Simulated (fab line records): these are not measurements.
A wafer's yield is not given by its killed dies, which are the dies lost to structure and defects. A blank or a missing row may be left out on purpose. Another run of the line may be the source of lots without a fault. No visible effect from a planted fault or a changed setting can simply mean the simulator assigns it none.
What tool caused it? | flow nandHarc | Sampling: 14 lots, 42 wafers, 4 of 1159 route steps

== WHAT THE GAUGES SHOWED, per wafer ==
NHARC_END_SORT_01. Usual: defectLimitedYield 95.7 %, standard deviation 1.5; killedAtArray 25, standard deviation 10; killedAtOther 0.6, standard deviation 0.91; killedAtPeriphery 3.6, standard deviation 2.9; killedDies 29, standard deviation 10; killedOpen 3.3, standard deviation 2; killedShort 1.9, standard deviation 1.5; sort_bin_2_pct 1.3 %, standard deviation 0.61; sort_bin_3_pct 0.26 %, standard deviation 0.19; sort_bin_4_pct 2.7 %, standard deviation 1; sortNPass 648, standard deviation 10; sortRimYieldPct 94 %, standard deviation 3.2; sortYieldPct 95.7 %, standard deviation 1.5.
lot  | measured     | on        | defectLimitedYield (%) | killedAtArray | killedAtOther | killedAtPeriphery | killedDies | killedOpen | killedShort | sort_bin_2_pct (%) | sort_bin_3_pct (%) | sort_bin_4_pct (%) | sortNPass   | sortRimYieldPct (%) | sortYieldPct (%) | flag
L207 | day 21 19:29 | prober-01 | 95.4 31.8 96.6         | 26 13 17      | 1 3 2         | 4 446 4           | 31 462 23  | 4 3 1      | 2 0 1       | 1.8 24.8 1.3       | 0.30 5.61 0.15     | 2.5 37.8 1.9       | 646 215 654 | 95 34 95            | 95.4 31.8 96.6   | OFF
L205 | day 21 11:39 | prober-02 | 29.5 28.8 96.2         | 6 13 24       | 1 0 0         | 470 469 2         | 477 482 26 | 0 4 3      | 1 2 2       | 26.3 28.1 1.2      | 5.61 5.76 0.15     | 38.6 37.4 2.5      | 200 195 651 | 25 28 96            | 29.5 28.8 96.2   | OFF

== WHICH TOOL RAN EACH LOT (tool, then ch and the chambers of the sampled wafers, then the start) ==
lot  | NHARC_P_M0_ECD_22             | NHARC_A_M1_PVD_21                      | NHARC_A_BONDPAD_DESCUM_11
L197 | ecdCu-02 ch 0,1, day 5 23:12  | pvdSputter-02, day 18 06:01 or earlier | rieDiel-03 ch 0,1,2, day 18 06:01
L198 | ecdCu-01 ch 1, day 6 11:37    | pvdSputter-02, day 18 18:31 or earlier | rieDiel-01 ch 0,2, day 18 18:31
L199 | ecdCu-01 ch 0,1, day 6 12:51  | pvdSputter-03, day 18 22:40 or earlier | rieDiel-03 ch 0,3, day 18 22:40
L201 | ecdCu-02 ch 1, day 6 20:57    | pvdSputter-01, day 18 22:26 or earlier | rieDiel-01 ch 0,1,2, day 18 22:26
L202 | ecdCu-02 ch 0,1, day 7 05:47  | pvdSputter-01, day 19 18:43 or earlier | rieDiel-01 ch 0,2, day 19 18:43
L203 | ecdCu-02 ch 0,1, day 7 09:07  | pvdSputter-03, day 19 19:34 or earlier | rieDiel-01 ch 0,2, day 19 19:34
L207 | ecdCu-02 ch 0,1, day 7 23:46  | pvdSputter-03, day 20 04:34 or earlier | rieDiel-01 ch 1,3, day 20 04:34
L205 | ecdCu-02 ch 0,1, day 8 01:51  | pvdSputter-03, day 20 01:19 or earlier | rieDiel-01 ch 1,2,3, day 20 01:19
L208 | ecdCu-01 ch 0,1, day 8 17:47  | pvdSputter-03, day 20 18:30 or earlier | rieDiel-01 ch 1,2, day 20 18:30
L214 | ecdCu-01 ch 0,1, day 10 03:06 | pvdSputter-03, day 22 12:59 or earlier | rieDiel-01 ch 1,2, day 22 12:59
L218 | ecdCu-02 ch 1, day 11 04:59   | pvdSputter-02, day 23 15:20 or earlier | rieDiel-03 ch 0,1,2, day 23 15:20
L217 | ecdCu-01 ch 0,1, day 11 05:34 | pvdSputter-02, day 22 23:20 or earlier | rieDiel-03 ch 1,2,3, day 22 23:20
L219 | ecdCu-02 ch 1, day 11 07:20   | pvdSputter-01, day 23 00:12 or earlier | rieDiel-01 ch 1,3, day 23 00:12
L220 | ecdCu-01 ch 1, day 11 07:58   | pvdSputter-03, day 23 01:38 or earlier | rieDiel-01 ch 1,3, day 23 01:38
- NHARC_P_M0_ECD_22: material Cu, target thk 400 nm.
- NHARC_A_M1_PVD_21: deposits Cu, target thk 30 nm, time 20.49 s.
- NHARC_A_BONDPAD_DESCUM_11: chemistry O2, time 3 s.

== WHAT THE TOOLS THEMSELVES READ (means of the sampled wafers that have a number; where no wafer has one, the mark that the record gives instead) ==
NHARC_A_M1_PVD_21. Usual: throttleValvePct reads 30.0 % (standard deviation 1.2).
lot  | tool          | throttleValvePct (%) | flag
L197 | pvdSputter-02 | 31.1                 | 
L198 | pvdSputter-02 | 30.3                 | 
L199 | pvdSputter-03 | 29.2                 | 
L201 | pvdSputter-01 | 30.2                 | 
L202 | pvdSputter-01 | 29.6                 | 
L203 | pvdSputter-03 | 30.1                 | 
L207 | pvdSputter-03 | 30.3                 | 
L205 | pvdSputter-03 | 29.1                 | 
L208 | pvdSputter-03 | 28.9                 | 
L214 | pvdSputter-03 | 29.3                 | 
L218 | pvdSputter-02 | 31.2                 | 
L217 | pvdSputter-02 | 30.1                 | 
L219 | pvdSputter-01 | 30.5                 | 
L220 | pvdSputter-03 | 29.1                 | 

NHARC_A_BONDPAD_DESCUM_11. Usual: drypumpMotorCurrentA 5.8 A, standard deviation 0.38; oesProductAu 1.000 a.u., standard deviation 0.01; rfVppV 57.7 V, standard deviation 0.92; showerheadPlenumPTorr 1.90 Torr, standard deviation 0.089; throttleValvePct 11.312 %, standard deviation 0.0098.
lot  | tool       | drypumpMotorCurrentA (A) | oesProductAu (a.u.) | rfVppV (V) | showerheadPlenumPTorr (Torr) | throttleValvePct (%) | flag
L197 | rieDiel-03 | 5.8                      | 1.002               | 58.3       | 1.89                         | 11.313               | 
L198 | rieDiel-01 | 5.8                      | 0.996               | 58.4       | 1.98                         | 11.314               | 
L199 | rieDiel-03 | 6.2                      | 0.993               | 58.4       | 1.88                         | 11.319               | 
L201 | rieDiel-01 | 5.6                      | 1.002               | 57.1       | 1.95                         | 11.311               | 
L202 | rieDiel-01 | 5.6                      | 0.989               | 57.8       | 1.93                         | 11.310               | 
L203 | rieDiel-01 | 5.6                      | 0.995               | 57.7       | 1.93                         | 11.308               | 
L207 | rieDiel-01 | 5.7                      | 1.010               | 58.3       | 1.89                         | 11.314               | 
L205 | rieDiel-01 | 5.7                      | 0.996               | 58.1       | 1.87                         | 11.312               | 
L208 | rieDiel-01 | 5.4                      | 0.989               | 57.6       | 1.92                         | 11.317               | 
L214 | rieDiel-01 | 5.4                      | 0.997               | 58.1       | 1.89                         | 11.320               | 
L218 | rieDiel-03 | 5.8                      | 0.988               | 58.0       | 1.89                         | 11.310               | 
L217 | rieDiel-03 | 6.1                      | 0.999               | 58.5       | 1.88                         | 11.311               | 
L219 | rieDiel-01 | 5.9                      | 1.005               | 57.1       | 1.85                         | 11.315               | 
L220 | rieDiel-01 | 5.7                      | 1.010               | 57.5       | 1.89                         | 11.310               | 

== THE ANSWER, worked out from the rows above alone ==
Rule: take the mean of a lot's wafers that have a number; if it is more than 3 standard deviations from the usual mean, the lot is off. Also off: a lot with no number at a reading for which 4 or more lots have one. Where the step has rows for the other lots, those lots are counted as sound. First the gauges in route order, then the tools' own readings, where a lot's mean is used as printed above. At the first step where some lot is off, the reading lying furthest off is the one used; lots without a number count as furthest.
Off: L207, L205, at NHARC_END_SORT_01 (killedAtPeriphery). Neither off nor sound, because the step has no rows for them: L197, L198, L199, L201, L202, L203, L208, L214, L218, L217, L219, L220.
If a tool, at a process step before that reading, ran all the lots that are off and no sound lot after the first of them, it fits. Those tools and the gauges at NHARC_END_SORT_01 are tried in the same way. Because NHARC_A_M1_PVD_21 lacks a start for some lots, the hours and order of its lots are taken from NHARC_A_BONDPAD_DESCUM_11. Can't be told from this: 3 tools fit, ecdCu-02 at NHARC_P_M0_ECD_22, pvdSputter-03 at NHARC_A_M1_PVD_21, rieDiel-01 at NHARC_A_BONDPAD_DESCUM_11.

== WHAT HAD BEEN PUT IN BY THE SIMULATOR ==
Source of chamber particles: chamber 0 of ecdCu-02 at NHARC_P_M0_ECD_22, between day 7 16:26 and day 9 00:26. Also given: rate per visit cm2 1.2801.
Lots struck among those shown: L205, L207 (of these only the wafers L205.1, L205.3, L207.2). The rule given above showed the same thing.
